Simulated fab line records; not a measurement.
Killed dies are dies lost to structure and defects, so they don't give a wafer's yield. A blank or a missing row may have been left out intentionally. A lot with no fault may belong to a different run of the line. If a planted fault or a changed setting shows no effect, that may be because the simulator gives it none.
Split-lot experiment | flow n5 finfet | 39 wafers read across 7 lots, on a route 1938 steps long

== THE SPLIT ITSELF ==
At N5_SD_EPI_N_ETCH_45 (etches SiOCN in CH3F/O2, target depth 6 nm), the setting target depth a was moved away from the recipe's 60 angstrom on 12 of the 39 wafers read, by -42.2% to +26.4%. All remaining wafers had this setting at the recipe value.

The reading is taken at the split's own step.

== THE READING ==
etch.depth nm (the simulator's own value, which no gauge read), in nm, at N5_SD_EPI_N_ETCH_45 (etches SiOCN in CH3F/O2, target depth 6 nm). There is no usual value for it anywhere in the file. Average 5.992 nm, standard deviation 0.084 nm, over the 27 wafers here run with the recipe.

wafer  | tool, chamber at the split | target depth a as run, angstrom | against the recipe | etch.depth nm, nm | against lot-mates on the recipe
L074.1 | rie diel-05, 2             | 60                              | recipe             | 5.987             | -
L074.2 | rie diel-05, 3             | 60                              | recipe             | 5.85              | -
L074.3 | rie diel-05, 0             | 60                              | recipe             | 6.049             | -
L074.4 | rie diel-05, 1             | 60                              | recipe             | 5.865             | -
L074.5 | rie diel-05, 3             | 60                              | recipe             | 5.852             | -
L074.6 | rie diel-05, 0             | 60                              | recipe             | 5.996             | -
L077.1 | rie diel-05, 0             | 72.68                           | +21.1%             | 7.31              | +1.361
L077.2 | rie diel-05, 1             | 72.68                           | +21.1%             | 7.27              | +1.321
L077.3 | rie diel-05, 2             | 60                              | recipe             | 6.011             | -
L077.4 | rie diel-05, 3             | 60                              | recipe             | 5.854             | -
L077.5 | rie diel-05, 1             | 60                              | recipe             | 5.982             | -
L077.6 | rie diel-05, 0             | 72.68                           | +21.1%             | 7.325             | +1.376
L081.1 | rie diel-04, 3             | 60                              | recipe             | 5.896             | -
L081.2 | rie diel-04, 0             | 41.31                           | -31.1%             | 4.063             | -1.839
L081.3 | rie diel-04, 2             | 41.31                           | -31.1%             | 4.152             | -1.750
L081.4 | rie diel-04, 1             | 60                              | recipe             | 5.899             | -
L081.5 | rie diel-04, 0             | 41.31                           | -31.1%             | 4.032             | -1.870
L081.6 | rie diel-04, 1             | 60                              | recipe             | 5.911             | -
L082.1 | rie diel-02, 0             | 75.85                           | +26.4%             | 7.571             | +1.484
L082.2 | rie diel-02, 1             | 60                              | recipe             | 6.073             | -
L082.3 | rie diel-02, 2             | 75.85                           | +26.4%             | 7.574             | +1.487
L082.4 | rie diel-02, 3             | 60                              | recipe             | 6.119             | -
L082.5 | rie diel-02, 1             | 60                              | recipe             | 6.068             | -
L082.6 | rie diel-02, 0             | 75.85                           | +26.4%             | 7.608             | +1.521
L084.2 | rie diel-02, 3             | 60                              | recipe             | 6.075             | -
L084.3 | rie diel-02, 0             | 60                              | recipe             | 5.972             | -
L084.5 | rie diel-02, 0             | 60                              | recipe             | 5.953             | -
L085.1 | rie diel-02, 3             | 60                              | recipe             | 6.154             | -
L085.2 | rie diel-02, 1             | 60                              | recipe             | 6.083             | -
L085.3 | rie diel-02, 0             | 60                              | recipe             | 6.031             | -
L085.4 | rie diel-02, 2             | 60                              | recipe             | 6.006             | -
L085.5 | rie diel-02, 1             | 60                              | recipe             | 6.103             | -
L085.6 | rie diel-02, 2             | 60                              | recipe             | 5.972             | -
L087.1 | rie diel-05, 2             | 60                              | recipe             | 6.004             | -
L087.2 | rie diel-05, 1             | 34.68                           | -42.2%             | 3.465             | -2.545
L087.3 | rie diel-05, 0             | 60                              | recipe             | 5.998             | -
L087.4 | rie diel-05, 1             | 34.68                           | -42.2%             | 3.436             | -2.574
L087.5 | rie diel-05, 2             | 60                              | recipe             | 6.029             | -
L087.6 | rie diel-05, 0             | 34.68                           | -42.2%             | 3.449             | -2.561

THE FIT
A straight line over all 39 wafers: etch.depth nm changes by +0.0607 nm for each +1% of target depth a; r = +1.00; the points scatter about the line by 0.075 nm.
The same after taking each lot's own level away (the mean of its wafers on the recipe; 39 wafers): +0.0598 nm for each +1%; r = +1.00; scatter 0.064 nm.
On that fit, the largest move of target depth a shifts the reading by 2.5 nm.
From 5.9020 to 6.0867 nm: that is the span of the lots' own levels, equal to 2.2 times the standard deviation above.
So the lot-to-lot level changes the slope little: the two slopes agree.
Check: for one of the wafers moved furthest among these (-42.2%), held out of the fit, the line's prediction against its lot-mates is -2.52 nm. Against them it came out at -2.55 nm.

== THESE WAFERS: OTHER SPLITS ==
Other splits were also applied to these wafers ahead of the reading. Each is held against what the fit with the lots' levels taken away leaves over:
other split on the same wafers     | wafers away from the commonest value | r with etch.depth nm (lot level and that fit taken away)
N5_FIN_SAQP_HM_DEP_72 target thk a | 18                                   | -0.15

== THE FILE'S OWN FIT ==
etch.depth nm changes by +0.0598 nm for each +1% of target depth a, r = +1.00.
